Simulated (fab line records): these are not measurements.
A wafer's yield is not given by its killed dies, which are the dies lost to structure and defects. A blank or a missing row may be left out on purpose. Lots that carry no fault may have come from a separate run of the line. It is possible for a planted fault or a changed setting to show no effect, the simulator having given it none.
Chamber matching || flow n5 finfet || rie diel-01 running N5_SDB_ETCH_25: 4 sister chambers
The step etches SiO2 in C4F6/O2, target depth 10 nm, time 3.3 s. 16 wafers are shown with their chamber, then 8 later ones without.

## WAFERS WITH THEIR CHAMBER
{"wafer": "L080.4", "chamber": 0, "drypump motor current A (A)": 6.0, "showerhead plenum p Torr (Torr)": 3.00, "throttle valve pct (%)": 20.89}
{"wafer": "L080.5", "chamber": 2, "drypump motor current A (A)": 5.9, "showerhead plenum p Torr (Torr)": 2.94, "throttle valve pct (%)": 21.28}
{"wafer": "L080.6", "chamber": 1, "drypump motor current A (A)": 6.1, "showerhead plenum p Torr (Torr)": 2.81, "throttle valve pct (%)": 21.27}
{"wafer": "L083.1", "chamber": 3, "drypump motor current A (A)": 5.3, "showerhead plenum p Torr (Torr)": 3.03, "throttle valve pct (%)": 21.29}
{"wafer": "L083.4", "chamber": 1, "drypump motor current A (A)": 6.1, "showerhead plenum p Torr (Torr)": 2.80, "throttle valve pct (%)": 21.30}
{"wafer": "L083.5", "chamber": 1, "drypump motor current A (A)": 6.1, "showerhead plenum p Torr (Torr)": 2.80, "throttle valve pct (%)": 21.29}
{"wafer": "L084.2", "chamber": 3, "drypump motor current A (A)": 5.3, "showerhead plenum p Torr (Torr)": 3.03, "throttle valve pct (%)": 21.30}
{"wafer": "L084.3", "chamber": 2, "drypump motor current A (A)": 5.9, "showerhead plenum p Torr (Torr)": 2.94, "throttle valve pct (%)": 21.30}
{"wafer": "L084.6", "chamber": 2, "drypump motor current A (A)": 5.9, "showerhead plenum p Torr (Torr)": 2.94, "throttle valve pct (%)": 21.29}
{"wafer": "L089.1", "chamber": 0, "drypump motor current A (A)": 6.0, "showerhead plenum p Torr (Torr)": 2.99, "throttle valve pct (%)": 20.91}
{"wafer": "L089.2", "chamber": 3, "drypump motor current A (A)": 5.3, "showerhead plenum p Torr (Torr)": 3.02, "throttle valve pct (%)": 21.31}
{"wafer": "L089.6", "chamber": 2, "drypump motor current A (A)": 5.9, "showerhead plenum p Torr (Torr)": 2.93, "throttle valve pct (%)": 21.31}
{"wafer": "L090.1", "chamber": 2, "drypump motor current A (A)": 5.9, "showerhead plenum p Torr (Torr)": 2.93, "throttle valve pct (%)": 21.32}
{"wafer": "L090.4", "chamber": 0, "drypump motor current A (A)": 6.0, "showerhead plenum p Torr (Torr)": 2.99, "throttle valve pct (%)": 20.94}
{"wafer": "L090.5", "chamber": 0, "drypump motor current A (A)": 6.1, "showerhead plenum p Torr (Torr)": 2.99, "throttle valve pct (%)": 20.93}
{"wafer": "L091.1", "chamber": 3, "drypump motor current A (A)": 5.3, "showerhead plenum p Torr (Torr)": 3.02, "throttle valve pct (%)": 21.32}

SIGNATURES (means of the wafers above)
{"reading": "drypump motor current A", "chamber 0": 6.025, "chamber 1": 6.100, "chamber 2": 5.900, "chamber 3": 5.300, "scatter within a chamber": 0.025}
{"reading": "showerhead plenum p Torr", "chamber 0": 2.9925, "chamber 1": 2.8033, "chamber 2": 2.9360, "chamber 3": 3.0250, "scatter within a chamber": 0.00549}
{"reading": "throttle valve pct", "chamber 0": 20.9175, "chamber 1": 21.2867, "chamber 2": 21.3000, "chamber 3": 21.3050, "scatter within a chamber": 0.0169}
Rule: a wafer lies at a distance from a chamber equal to the root of the sum of squares, over the readings, of (its reading less the chamber's mean, divided by the reading's scatter). If the next closest chamber is less than 2 further off than the closest, the wafer can't be placed; otherwise it belongs to the closest. How the scatter is found: for the shown wafers, subtract from each reading the mean of its chamber, square and add these, divide the total by (wafers less chambers), then take the root.

## WAFERS WITHOUT THEIR CHAMBER
{"wafer": "L091.4", "drypump motor current A (A)": 5.9, "showerhead plenum p Torr (Torr)": 2.93, "throttle valve pct (%)": 21.33}
{"wafer": "L091.5", "drypump motor current A (A)": 5.3, "showerhead plenum p Torr (Torr)": 3.02, "throttle valve pct (%)": 21.32}
{"wafer": "L092.2", "drypump motor current A (A)": 5.9, "showerhead plenum p Torr (Torr)": 2.93, "throttle valve pct (%)": 21.31}
{"wafer": "L092.3", "drypump motor current A (A)": 6.1, "showerhead plenum p Torr (Torr)": 2.79, "throttle valve pct (%)": 21.31}
{"wafer": "L092.6", "drypump motor current A (A)": 5.3, "showerhead plenum p Torr (Torr)": 3.02, "throttle valve pct (%)": 21.34}
{"wafer": "L093.2", "drypump motor current A (A)": 5.9, "showerhead plenum p Torr (Torr)": 2.93, "throttle valve pct (%)": 21.33}
{"wafer": "L093.5", "drypump motor current A (A)": 5.3, "showerhead plenum p Torr (Torr)": 3.02, "throttle valve pct (%)": 21.32}
{"wafer": "L093.6", "drypump motor current A (A)": 5.9, "showerhead plenum p Torr (Torr)": 2.93, "throttle valve pct (%)": 21.32}

## WHICH CHAMBER EACH ONE RAN IN
{"wafer": "L091.4", "from the rows above": 2, "in truth": 2}
{"wafer": "L091.5", "from the rows above": 3, "in truth": 3}
{"wafer": "L092.2", "from the rows above": 2, "in truth": 2}
{"wafer": "L092.3", "from the rows above": 1, "in truth": 1}
{"wafer": "L092.6", "from the rows above": 3, "in truth": 3}
{"wafer": "L093.2", "from the rows above": 2, "in truth": 2}
{"wafer": "L093.5", "from the rows above": 3, "in truth": 3}
{"wafer": "L093.6", "from the rows above": 2, "in truth": 2}
Correct placement for 8 of the 8. Number that these rows cannot place: 0. Placed wrongly: 0.
